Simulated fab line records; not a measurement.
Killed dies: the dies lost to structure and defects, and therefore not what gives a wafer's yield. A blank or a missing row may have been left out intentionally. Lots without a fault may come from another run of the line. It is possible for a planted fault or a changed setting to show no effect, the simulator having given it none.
Split-lot trial / flow n5-finfet / on a route of 1938 steps: 7 lots, 39 wafers read

ON THE SPLIT
At N5_BEOL_M11_CVD_75 (deposits Co from CCTBA/H2, target thk 2 nm, time 138.9 s), the setting target-thk-a was moved away from the recipe's 20 angstrom on 18 of the 39 wafers read, by -57.0% to +53.4%. For the rest of the wafers, this setting stayed at what the recipe calls for.

Reading taken at the split's own step.

THE READING
Co_of_BEOL_M11_CVD_75.thk-nm (the simulator's own value, which no gauge read), in nm, at N5_BEOL_M11_CVD_75 (deposits Co from CCTBA/H2, target thk 2 nm, time 138.9 s). No usual value for it is given in the file. Average 2.0 nm, standard deviation 0.11 nm, over the 21 wafers here run with the recipe.

wafer=L081.1; tool, chamber at the split=cvd-co-01, 0; target-thk-a as run, angstrom=8.593; against the recipe=-57.0%; Co_of_BEOL_M11_CVD_75.thk-nm, nm=1; against lot-mates on the recipe=-1.1
wafer=L081.2; tool, chamber at the split=cvd-co-01, 2,1; target-thk-a as run, angstrom=20; against the recipe=recipe; Co_of_BEOL_M11_CVD_75.thk-nm, nm=2.2; against lot-mates on the recipe=-
wafer=L081.3; tool, chamber at the split=cvd-co-01, 2,1; target-thk-a as run, angstrom=20; against the recipe=recipe; Co_of_BEOL_M11_CVD_75.thk-nm, nm=2.2; against lot-mates on the recipe=-
wafer=L081.4; tool, chamber at the split=cvd-co-01, 1; target-thk-a as run, angstrom=8.593; against the recipe=-57.0%; Co_of_BEOL_M11_CVD_75.thk-nm, nm=0.8; against lot-mates on the recipe=-1.3
wafer=L081.5; tool, chamber at the split=cvd-co-01, 0; target-thk-a as run, angstrom=20; against the recipe=recipe; Co_of_BEOL_M11_CVD_75.thk-nm, nm=2; against lot-mates on the recipe=-
wafer=L081.6; tool, chamber at the split=cvd-co-01, 2; target-thk-a as run, angstrom=8.593; against the recipe=-57.0%; Co_of_BEOL_M11_CVD_75.thk-nm, nm=1.2; against lot-mates on the recipe=-0.9
wafer=L084.4; tool, chamber at the split=cvd-co-02, 0,1; target-thk-a as run, angstrom=20; against the recipe=recipe; Co_of_BEOL_M11_CVD_75.thk-nm, nm=2; against lot-mates on the recipe=-
wafer=L084.5; tool, chamber at the split=cvd-co-02, 0,1; target-thk-a as run, angstrom=20; against the recipe=recipe; Co_of_BEOL_M11_CVD_75.thk-nm, nm=2; against lot-mates on the recipe=-
wafer=L084.6; tool, chamber at the split=cvd-co-02, 2; target-thk-a as run, angstrom=20; against the recipe=recipe; Co_of_BEOL_M11_CVD_75.thk-nm, nm=2.2; against lot-mates on the recipe=-
wafer=L085.1; tool, chamber at the split=cvd-co-01, 2,1,2; target-thk-a as run, angstrom=29.55; against the recipe=+47.8%; Co_of_BEOL_M11_CVD_75.thk-nm, nm=2.8; against lot-mates on the recipe=+0.9
wafer=L085.3; tool, chamber at the split=cvd-co-01, 2,1,2; target-thk-a as run, angstrom=29.55; against the recipe=+47.8%; Co_of_BEOL_M11_CVD_75.thk-nm, nm=2.8; against lot-mates on the recipe=+0.9
wafer=L085.5; tool, chamber at the split=cvd-co-01, 2,1,2; target-thk-a as run, angstrom=29.55; against the recipe=+47.8%; Co_of_BEOL_M11_CVD_75.thk-nm, nm=2.8; against lot-mates on the recipe=+0.9
wafer=L085.2; tool, chamber at the split=cvd-co-01, 0; target-thk-a as run, angstrom=20; against the recipe=recipe; Co_of_BEOL_M11_CVD_75.thk-nm, nm=2; against lot-mates on the recipe=-
wafer=L085.6; tool, chamber at the split=cvd-co-01, 0; target-thk-a as run, angstrom=20; against the recipe=recipe; Co_of_BEOL_M11_CVD_75.thk-nm, nm=2; against lot-mates on the recipe=-
wafer=L085.4; tool, chamber at the split=cvd-co-01, 1; target-thk-a as run, angstrom=20; against the recipe=recipe; Co_of_BEOL_M11_CVD_75.thk-nm, nm=1.8; against lot-mates on the recipe=-
wafer=L091.1; tool, chamber at the split=cvd-co-02, 1; target-thk-a as run, angstrom=20; against the recipe=recipe; Co_of_BEOL_M11_CVD_75.thk-nm, nm=1.8; against lot-mates on the recipe=-
wafer=L091.2; tool, chamber at the split=cvd-co-02, 0,2; target-thk-a as run, angstrom=20; against the recipe=recipe; Co_of_BEOL_M11_CVD_75.thk-nm, nm=2; against lot-mates on the recipe=-
wafer=L091.5; tool, chamber at the split=cvd-co-02, 0,2; target-thk-a as run, angstrom=20; against the recipe=recipe; Co_of_BEOL_M11_CVD_75.thk-nm, nm=2; against lot-mates on the recipe=-
wafer=L091.3; tool, chamber at the split=cvd-co-02, 2,0; target-thk-a as run, angstrom=14.18; against the recipe=-29.1%; Co_of_BEOL_M11_CVD_75.thk-nm, nm=1.4; against lot-mates on the recipe=-0.5
wafer=L091.6; tool, chamber at the split=cvd-co-02, 2,0; target-thk-a as run, angstrom=14.18; against the recipe=-29.1%; Co_of_BEOL_M11_CVD_75.thk-nm, nm=1.4; against lot-mates on the recipe=-0.5
wafer=L091.4; tool, chamber at the split=cvd-co-02, 1; target-thk-a as run, angstrom=14.18; against the recipe=-29.1%; Co_of_BEOL_M11_CVD_75.thk-nm, nm=1.2; against lot-mates on the recipe=-0.7
wafer=L090.1; tool, chamber at the split=cvd-co-01, 0; target-thk-a as run, angstrom=20; against the recipe=recipe; Co_of_BEOL_M11_CVD_75.thk-nm, nm=2; against lot-mates on the recipe=-
wafer=L090.3; tool, chamber at the split=cvd-co-01, 0; target-thk-a as run, angstrom=20; against the recipe=recipe; Co_of_BEOL_M11_CVD_75.thk-nm, nm=2; against lot-mates on the recipe=-
wafer=L090.2; tool, chamber at the split=cvd-co-01, 2,2,0; target-thk-a as run, angstrom=28.72; against the recipe=+43.6%; Co_of_BEOL_M11_CVD_75.thk-nm, nm=3; against lot-mates on the recipe=+0.9
wafer=L090.4; tool, chamber at the split=cvd-co-01, 2,2,0; target-thk-a as run, angstrom=28.72; against the recipe=+43.6%; Co_of_BEOL_M11_CVD_75.thk-nm, nm=3; against lot-mates on the recipe=+0.9
wafer=L090.6; tool, chamber at the split=cvd-co-01, 2,2,0; target-thk-a as run, angstrom=28.72; against the recipe=+43.6%; Co_of_BEOL_M11_CVD_75.thk-nm, nm=3; against lot-mates on the recipe=+0.9
wafer=L090.5; tool, chamber at the split=cvd-co-01, 2; target-thk-a as run, angstrom=20; against the recipe=recipe; Co_of_BEOL_M11_CVD_75.thk-nm, nm=2.2; against lot-mates on the recipe=-
wafer=L096.1; tool, chamber at the split=cvd-co-02, 2,0,2; target-thk-a as run, angstrom=25.74; against the recipe=+28.7%; Co_of_BEOL_M11_CVD_75.thk-nm, nm=2.6; against lot-mates on the recipe=+0.6
wafer=L096.5; tool, chamber at the split=cvd-co-02, 2,0,2; target-thk-a as run, angstrom=25.74; against the recipe=+28.7%; Co_of_BEOL_M11_CVD_75.thk-nm, nm=2.6; against lot-mates on the recipe=+0.6
wafer=L096.6; tool, chamber at the split=cvd-co-02, 2,0,2; target-thk-a as run, angstrom=25.74; against the recipe=+28.7%; Co_of_BEOL_M11_CVD_75.thk-nm, nm=2.6; against lot-mates on the recipe=+0.6
wafer=L096.2; tool, chamber at the split=cvd-co-02, 0,1,1; target-thk-a as run, angstrom=20; against the recipe=recipe; Co_of_BEOL_M11_CVD_75.thk-nm, nm=2; against lot-mates on the recipe=-
wafer=L096.3; tool, chamber at the split=cvd-co-02, 0,1,1; target-thk-a as run, angstrom=20; against the recipe=recipe; Co_of_BEOL_M11_CVD_75.thk-nm, nm=2; against lot-mates on the recipe=-
wafer=L096.4; tool, chamber at the split=cvd-co-02, 0,1,1; target-thk-a as run, angstrom=20; against the recipe=recipe; Co_of_BEOL_M11_CVD_75.thk-nm, nm=2; against lot-mates on the recipe=-
wafer=L097.1; tool, chamber at the split=cvd-co-02, 0,0,1; target-thk-a as run, angstrom=20; against the recipe=recipe; Co_of_BEOL_M11_CVD_75.thk-nm, nm=2; against lot-mates on the recipe=-
wafer=L097.4; tool, chamber at the split=cvd-co-02, 0,0,1; target-thk-a as run, angstrom=20; against the recipe=recipe; Co_of_BEOL_M11_CVD_75.thk-nm, nm=2; against lot-mates on the recipe=-
wafer=L097.5; tool, chamber at the split=cvd-co-02, 0,0,1; target-thk-a as run, angstrom=20; against the recipe=recipe; Co_of_BEOL_M11_CVD_75.thk-nm, nm=2; against lot-mates on the recipe=-
wafer=L097.2; tool, chamber at the split=cvd-co-02, 1,2,2; target-thk-a as run, angstrom=30.67; against the recipe=+53.4%; Co_of_BEOL_M11_CVD_75.thk-nm, nm=3; against lot-mates on the recipe=+1.0
wafer=L097.3; tool, chamber at the split=cvd-co-02, 1,2,2; target-thk-a as run, angstrom=30.67; against the recipe=+53.4%; Co_of_BEOL_M11_CVD_75.thk-nm, nm=3; against lot-mates on the recipe=+1.0
wafer=L097.6; tool, chamber at the split=cvd-co-02, 1,2,2; target-thk-a as run, angstrom=30.67; against the recipe=+53.4%; Co_of_BEOL_M11_CVD_75.thk-nm, nm=3; against lot-mates on the recipe=+1.0
The file does not say which wafer passed through which chamber wherever a row lists several chambers: such a row stands for several wafers.

THE FIT
A straight line over all 39 wafers: Co_of_BEOL_M11_CVD_75.thk-nm changes by +0.019 nm for each +1% of target-thk-a; r = +0.98; the points scatter about the line by 0.12 nm.
The same after taking each lot's own level away (the mean of its wafers on the recipe; 39 wafers): +0.0197 nm for each +1%; r = +0.99; scatter 0.088 nm.
Per that fit: largest target-thk-a move, reading shift of 1.1 nm.
Measured against the standard deviation above, the lots' own levels, which go from 1.93 to 2.13 nm, span 1.9 times it.
So the lot-to-lot level changes the slope little: the two slopes agree.
Check: with one of the wafers moved furthest among these (-57.0%) left out of the fit, the line predicts -1.12 nm for it against its lot-mates. Against them it came out at -1.13 nm.

OTHER SPLITS APPLIED TO THESE WAFERS
Other splits were also applied to these wafers ahead of the reading. Each is held against what the fit with the lots' levels taken away leaves over:
other split on the same wafers=N5_MOL_CONTACT_COAG_ALD_123 ald-cycles; wafers away from the commonest value=6; r with Co_of_BEOL_M11_CVD_75.thk-nm (lot level and that fit taken away)=-0.04
other split on the same wafers=N5_BEOL_M1_PECVD_72 time-s; wafers away from the commonest value=15; r with Co_of_BEOL_M11_CVD_75.thk-nm (lot level and that fit taken away)=+0.10
other split on the same wafers=N5_BEOL_M8_DEVELOP_10 develop-time-s; wafers away from the commonest value=15; r with Co_of_BEOL_M11_CVD_75.thk-nm (lot level and that fit taken away)=+0.16
other split on the same wafers=N5_BEOL_M9_DEP_56 target-thk-a; wafers away from the commonest value=15; r with Co_of_BEOL_M11_CVD_75.thk-nm (lot level and that fit taken away)=-0.17

FILE'S OWN FIT
Co_of_BEOL_M11_CVD_75.thk-nm changes by +0.0196 nm for each +1% of target-thk-a, r = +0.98.
